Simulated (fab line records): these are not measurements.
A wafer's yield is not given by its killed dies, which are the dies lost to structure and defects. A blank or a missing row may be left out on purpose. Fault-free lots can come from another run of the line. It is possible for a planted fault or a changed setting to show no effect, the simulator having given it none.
fab line records | flow nandHarc
[record] lots = 12 wafers = 36 lastDay = 33
route steps=1302 shown A_STAIRCASE@773
lots untouched by any fault: they come from a run of this same line in which no faults occurred
startH: the number of hours between the record's first day and the start of the first shown wafer of the lot | waitH: how many hours have passed since the lot's step before this one | " as in the row above | L1.1+2: several wafers, shown together as one row | - no value, or no start given | * or withheld: withheld | < > ~ a bound
route shown NAME@n: names a module that has steps shown in the file, with the first one's number in the route | usual: mean/standard deviation of fault-free wafers | same: alike in all rows | chamber/n: place in a boat | sites: per-site readings | _std_site: how widely they spread, as a standard deviation | _edge_site: outer sites' mean less inner sites' | radiusMm: how far each site lies from the wafer's centre | mask NAME#n: copy n | behind: tool/chamber where the wafer was last shaped | hold: cause of the lot's hold/its duration in hours/its outcome | device: the transistor (n, p or np) that didn't switch | end of line: tests of these same wafers at the route's end | step lacking rows: just its recipe | killed: count of dies lost to structure and defects at first sort (not the wafer's yield) | map: shows each die of a wafer: x if killed, . if not, _ if none is there
set.NAME: the setting the step ran with; set.NAME@STEP: the setting that earlier step ran with | model.NAME: the simulator's own value behind a step, which no gauge read
the route's steps for a sample of lots (tables are steps, rows are wafers)
services: a tool's chamber out of use, with start hour (startH, from the record's first day; less than 0 if before it), hours out, and reason
[[steps]]
[step NHARC_A_STAIRCASE_DEP_259]
[recipe] targetThkA = 300 targetThkNm = 30 tempC = 400 pressureTorr = 3.5 flowSccm = 200 rfW = 350 material = SiON
[usual] chamberPressureTorr = 3.499/0.0074 heaterPowerW = 731/73
// columns lot.wafer tool chamber startH waitH chamberPressureTorr heaterPowerW
L323.1 pecvd-04 2 393.99 1.6 3.496 864
L323.3 " 1 " " 3.499 651
L323.4 " 1 " " 3.494 649
L327.3 pecvd-03 1 431.62 1.1 3.495 796
L327.2 " 0 " " 3.496 826
L327.6 " 0 " " 3.497 828
L330.1 pecvd-03 1 447.04 1.5 3.497 681
L330.3 " 2 " " 3.511 596
L330.6 " 0 " " 3.500 816
L337.3 pecvd-02 0 515.01 0.9 3.503 778
L337.4 " 0 " " 3.503 776
L337.6 " 1 " " 3.498 677
L338.2 pecvd-03 1 516.83 1.2 3.498 811
L338.1 " 2 " " 3.492 649
L338.3 " 0 " " 3.504 804
L339.1 pecvd-04 0 530.80 1.6 3.489 685
L339.5 " 2 " " 3.497 820
L339.6 " 1 " " 3.500 642
L340.2 pecvd-04 0 545.85 1.3 3.495 599
L340.5 " 2 " " 3.499 820
L340.6 " 0 " " 3.502 593
L341.3 pecvd-02 0 561.06 0.9 3.507 737
L341.2 " 1 " " 3.510 660
L341.4 " 2 " " 3.501 778
L342.2 pecvd-03 2 565.10 1.2 3.499 639
L342.1 " 1 " " 3.500 787
L342.5 " 1 " " 3.492 791
L344.1 pecvd-04 1 591.71 1.5 3.509 762
L344.2 " 0 " " 3.507 613
L344.3 " 0 " " 3.497 604
L345.1 pecvd-03 1 602.28 1.6 3.495 789
L345.2 " 2 " " 3.495 629
L345.4 " 2 " " 3.493 610
L346.2 pecvd-03 0 602.43 1.3 3.497 747
L346.6 " 1 " " 3.499 732
L346.4 " 2 " " 3.500 682
[step NHARC_A_STAIRCASE_ETCH_271]
[recipe] cf4FlowSccm = 100 chf3FlowSccm = 30 arFlowSccm = 0 rfW = 500 biasW = 200 chemistry = CF4/CHF3
[usual] cf4FlowSccm = 100.0/0.3 drypumpMotorCurrentA = 5.6/0.38 oesProductAu = 0.947/0.022 rfVppV = 369.9/2 showerheadPlenumPTorr = 1.55/0.06 throttleValvePct = 16.802/0.0093
// columns lot.wafer tool chamber startH waitH cf4FlowSccm drypumpMotorCurrentA oesProductAu rfHoursCounterH rfVppV showerheadPlenumPTorr throttleValvePct
L323.1 rieDiel-04 2 395.07 0.1 100.1 6.1 0.903 19 369.8 1.52 16.814
L323.3 " 0 " " 100.3 5.1 0.945 19 374.5 1.67 16.796
L323.4 " 1 " " 100.3 5.5 0.930 19 368.5 1.54 16.796
L327.3 rieDiel-08 3 432.56 0.1 99.6 5.8 0.919 15 368.7 1.54 16.793
L327.2 " 0 " " 99.6 5.2 1.091 16 368.6 1.48 16.783
L327.6 " 3 " " 100.1 5.8 1.096 - 369.2 1.54 16.807
L330.1 rieDiel-08 0 448.12 0.1 100.1 5.2 0.960 27 367.1 1.48 16.795
L330.3 " 1 " " 99.8 5.8 0.960 28 370.9 1.58 16.805
L330.6 " 2 " " 100.2 5.9 1.162 - 369.9 1.54 16.795
L337.3 rieDiel-04 1 516.11 0.1 100.7 5.5 0.938 64 369.4 1.53 16.805
L337.4 " 2 " " 99.9 6.1 0.917 62 368.5 1.51 16.793
L337.6 " 0 " " 100.3 5.1 0.945 - 372.8 1.66 16.796
L338.3 rieDiel-08 3 517.78 0.1 100.1 5.8 0.946 49 368.7 1.53 16.801
L338.1 " 0 " " 99.8 5.2 0.963 52 366.0 1.47 16.806
L338.2 " 2 " " 99.9 5.9 0.929 48 369.4 1.53 16.812
L339.1 rieDiel-08 3 533.99 2.2 99.7 5.9 0.923 58 368.2 1.53 16.787
L339.6 " 0 " " 99.5 5.3 0.934 - 366.9 1.47 16.791
L339.5 " 1 " " 100.2 5.8 0.923 - 371.7 1.57 16.795
L340.2 rieDiel-04 3 547.04 0.2 99.7 5.5 0.963 2 371.5 1.59 16.813
L340.6 " 1 " " 100.0 5.5 0.968 - 368.4 1.53 16.809
L340.5 " 2 " " 100.0 6.1 0.961 - 367.5 1.51 16.819
L341.2 rieDiel-08 1 562.18 0.1 99.5 5.8 0.950 1 371.2 1.57 16.805
L341.4 " 1 " " 99.8 5.8 0.967 - 370.2 1.57 16.815
L341.3 " 0 " " 100.4 5.2 0.970 - 367.7 1.47 16.809
L342.1 rieDiel-04 2 566.06 0.1 100.0 6.1 0.934 8 369.3 1.51 16.804
L342.2 " 3 " " 99.6 5.4 0.934 8 371.6 1.59 16.804
L342.5 " 0 " " 99.5 5.2 0.942 - 373.5 1.65 16.803
L344.3 rieDiel-08 1 593.02 0.2 99.4 5.8 0.935 19 370.8 1.57 16.807
L344.2 " 3 " " 99.5 5.9 0.930 9 369.9 1.53 16.803
L344.1 " 0 " " 99.5 5.3 0.943 19 367.6 1.46 16.808
L345.1 rieDiel-01 0 603.36 0.1 100.4 4.9 0.940 17 366.1 1.49 16.806
L345.2 " 2 " " 100.3 5.2 0.925 14 374.1 1.70 16.787
L345.4 " 0 " " 100.0 4.9 0.931 - 368.1 1.49 16.820
L346.2 rieDiel-08 3 603.53 0.1 99.7 5.8 0.917 13 369.1 1.53 16.796
L346.4 " 1 " " 100.0 5.8 0.925 - 371.0 1.57 16.808
L346.6 " 3 " " 100.0 5.8 0.922 - 370.4 1.53 16.790
[step NHARC_A_STAIRCASE_HM_OPEN_457]
[recipe] o2FlowSccm = 400 cosFlowSccm = 20 arFlowSccm = 0 rfW = 500 biasW = 300 chemistry = O2/COS
[usual] drypumpMotorCurrentA = 5.6/0.38 oesProductAu = 1.002/0.011 rfVppV = 465.9/2.6 showerheadPlenumPTorr = 3.07/0.12 throttleValvePct = 28.330/0.0093
// columns lot.wafer tool chamber startH waitH drypumpMotorCurrentA oesProductAu rfHoursCounterH rfVppV showerheadPlenumPTorr throttleValvePct
L323.4 rieDiel-04 1 - - 5.5 0.999 19 466.7 3.06 28.323
L323.1 " 3 " " 5.4 0.999 20 467.2 3.18 28.312
L323.3 " 0 " " 5.1 1.005 19 472.1 3.31 28.330
L327.2 rieDiel-08 1 - - 5.8 0.989 19 468.0 3.14 28.327
L327.3 " 3 " " 5.9 0.986 16 467.8 3.06 28.313
L327.6 " 0 " " 5.2 0.994 - 463.4 2.94 28.331
L330.3 rieDiel-08 0 - - 5.3 1.003 27 462.7 2.93 28.333
L330.1 " 1 " " 5.8 0.995 28 467.4 3.13 28.342
L330.6 " 0 " " 5.3 1.000 - 462.1 2.93 28.329
L337.3 rieDiel-04 2 - - 6.1 0.992 63 462.9 3.00 28.328
L337.4 " 3 " " 5.5 0.988 63 467.2 3.16 28.338
L337.6 " 3 " " 5.5 1.001 - 467.9 3.16 28.335
L338.1 rieDiel-08 3 - - 5.9 0.989 49 463.7 3.05 28.322
L338.2 " 0 " " 5.2 1.009 52 462.4 2.92 28.324
L338.3 " 1 " " 5.8 0.997 51 467.1 3.12 28.329
L339.1 rieDiel-08 0 - - 5.3 1.003 60 462.9 2.92 28.330
L339.5 " 1 " " 5.8 1.005 - 467.1 3.12 28.336
L339.6 " 2 " " 5.9 0.984 - 466.5 3.04 28.326
L340.2 rieDiel-04 1 - - 5.5 1.012 2 465.0 3.03 28.335
L340.5 " 1 " " 5.5 1.015 - 464.7 3.03 28.334
L340.6 " 2 " " 6.1 1.012 - 465.3 3.00 28.341
L341.2 rieDiel-08 1 562.40 0.2 5.8 1.003 1 466.8 3.12 28.323
L341.3 " 0 " " 5.2 1.003 - 462.0 2.91 28.323
L341.4 " 1 " " 5.8 0.995 - 466.9 3.12 28.302
L342.1 rieDiel-04 0 - - 5.1 1.019 8 470.0 3.28 28.335
L342.2 " 1 " " 5.5 1.020 7 466.1 3.03 28.323
L342.5 " 1 " " 5.5 1.015 - 466.1 3.03 28.341
L344.1 rieDiel-08 0 - - 5.3 0.996 19 464.2 2.90 28.317
L344.2 " 1 " " 5.8 0.993 19 467.6 3.11 28.334
L344.3 " 3 " " 5.8 0.980 9 464.8 3.03 28.333
L345.2 rieDiel-01 2 603.64 0.2 5.2 0.994 14 471.5 3.37 28.323
L345.1 " 0 " " 4.9 1.011 17 463.9 2.95 28.319
L345.4 " 0 " " 5.0 1.010 - 463.6 2.95 28.325
L346.2 rieDiel-08 3 - - 5.9 0.986 13 465.1 3.03 28.317
L346.4 " 0 " " 5.3 1.005 - 462.4 2.90 28.317
L346.6 " 1 " " 5.8 1.005 - 465.7 3.11 28.342
[step NHARC_A_STAIRCASE_STRIP_274]
[recipe] o2FlowSccm = 500 arFlowSccm = 0 biasW = 0 chemistry = O2
[usual] drypumpMotorCurrentA = 5.6/0.39 oesProductAu = 1.002/0.012 rfVppV = 57.6/0.91 showerheadPlenumPTorr = 3.47/0.13 throttleValvePct = 17.037/0.0089
// columns lot.wafer tool chamber startH waitH drypumpMotorCurrentA oesProductAu rfHoursCounterH rfVppV showerheadPlenumPTorr throttleValvePct
L323.1 rieDiel-04 0 - - 5.1 1.007 21 56.9 3.73 17.041
L323.3 " 2 " " 6.0 0.995 20 57.4 3.41 17.046
L323.4 " 3 " " 5.5 1.008 20 57.8 3.60 17.032
L327.3 rieDiel-08 0 - - 5.3 0.989 18 57.6 3.32 17.036
L327.2 " 1 " " 5.8 0.987 21 57.5 3.55 17.036
L327.6 " 3 " " 5.9 0.984 - 58.4 3.46 17.032
L330.3 rieDiel-08 3 - - 5.9 1.008 25 57.8 3.46 17.053
L330.1 " 1 " " 5.9 0.998 29 56.7 3.54 17.041
L330.6 " 0 " " 5.3 0.997 - 57.9 3.32 17.023
L337.3 rieDiel-04 3 - - 5.5 1.010 64 58.7 3.57 17.037
L337.4 " 1 " " 5.5 1.027 66 58.5 3.43 17.034
L337.6 " 3 " " 5.4 1.012 - 57.0 3.57 17.037
L338.1 rieDiel-08 0 - - 5.3 0.996 53 56.9 3.30 17.023
L338.2 " 1 " " 5.8 1.010 52 58.1 3.53 17.048
L338.3 " 2 " " 5.9 1.007 49 58.2 3.44 17.031
L339.1 rieDiel-01 0 536.22 - 4.9 1.003 49 57.5 3.35 17.042
L339.5 " 2 " " 5.2 0.998 - 56.8 3.28 17.037
L339.6 " 3 " " 6.0 0.999 - 56.6 3.39 17.040
L340.2 rieDiel-04 1 - - 5.5 1.015 4 58.5 3.43 17.042
L340.5 " 2 " " 6.1 1.003 - 56.9 3.39 17.025
L340.6 " 3 " " 5.5 1.011 - 57.3 3.57 17.041
L341.2 rieDiel-08 1 565.71 2.3 5.8 0.987 4 57.4 3.52 17.023
L341.3 " 1 " " 5.8 0.999 - 57.7 3.52 17.049
L341.4 " 0 " " 5.2 1.000 - 55.8 3.29 17.033
L342.2 rieDiel-04 2 - - 6.1 1.004 9 57.2 3.38 17.038
L342.1 " 3 " " 5.4 1.005 10 58.4 3.57 17.031
L342.5 " 3 " " 5.5 1.009 - 58.2 3.57 17.038
L344.2 rieDiel-08 3 - - 5.9 0.984 11 58.9 3.43 17.037
L344.1 " 0 " " 5.2 0.996 20 56.3 3.28 17.042
L344.3 " 1 " " 5.8 0.992 20 58.6 3.51 17.047
L346.2 rieDiel-08 0 - - 5.3 1.011 24 58.1 3.28 17.031
L346.4 " 3 " " 5.9 1.000 14 57.5 3.43 17.027
L346.6 " 0 " " 5.3 0.999 - 57.5 3.28 17.017
L345.2 rieDiel-01 0 607.24 2.0 4.9 1.023 20 58.1 3.33 17.038
L345.1 " 2 " " 5.2 0.987 17 57.3 3.80 17.044
L345.4 " 2 " " 5.2 0.996 - 58.0 3.80 17.023
[[services]]
// columns tool chamber startH hours kind
rieDiel-08 0 377.04 - clean
rieDiel-08 1 377.04 - clean
rieDiel-08 2 377.04 - clean
rieDiel-08 3 377.04 - clean
rieDiel-01 - 380.91 9.0 pm
rieDiel-08 0 401.54 - clean
pecvd-02 - 408.19 13.0 pm
pecvd-03 2 408.63 6.7 repair
rieDiel-01 3 415.92 2.4 repair
pecvd-04 - 465.95 13.0 pm
pecvd-02 2 482.13 1.7 repair
pecvd-03 - 497.69 1.1 repair
pecvd-03 0 512.03 3.9 repair
pecvd-02 2 518.55 3.7 repair
rieDiel-04 - 532.03 9.0 pm
rieDiel-08 3 538.83 31.0 repair
rieDiel-08 - 545.11 9.0 pm
pecvd-03 - 547.00 13.0 pm
rieDiel-04 - 557.25 0.3 repair
rieDiel-01 - 557.91 9.0 pm
rieDiel-08 2 560.10 45.4 repair
pecvd-04 2 578.19 20.8 repair
rieDiel-01 2 588.88 10.9 repair
pecvd-02 - 589.19 13.0 pm
[[key]]
[firstSign] step = NHARC_A_STAIRCASE_ETCH_271 reading = oesProductAu direction = up sigmas = 7.8 usual = 0.947 struck = 1.117
effect none on later readings
metAt NHARC_A_STAIRCASE_ETCH_271
struckLots L327,L330
struckWafers L327.2,L327.6,L330.6
testerLeftOut L327,L330
notActingAt NHARC_A_STAIRCASE_DEP_259,NHARC_A_STAIRCASE_HM_OPEN_457,NHARC_A_STAIRCASE_STRIP_274
[fault] kind = processParameterDrift tool = rieDiel-08 chamber = - onsetH = 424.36 steps = NHARC_A_STAIRCASE_ETCH_271 channel = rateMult offset = 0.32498 shape = step endH = 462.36 scope = struckWafersOnly
// testerLeftOut: of these lots the tester's yield and bins aren't shown, on N5 and GAA mostly nor the transistor test; their killed dies are dies lost to structure and defects alone, not to doping, threshold or leakage, so they don't give the yield
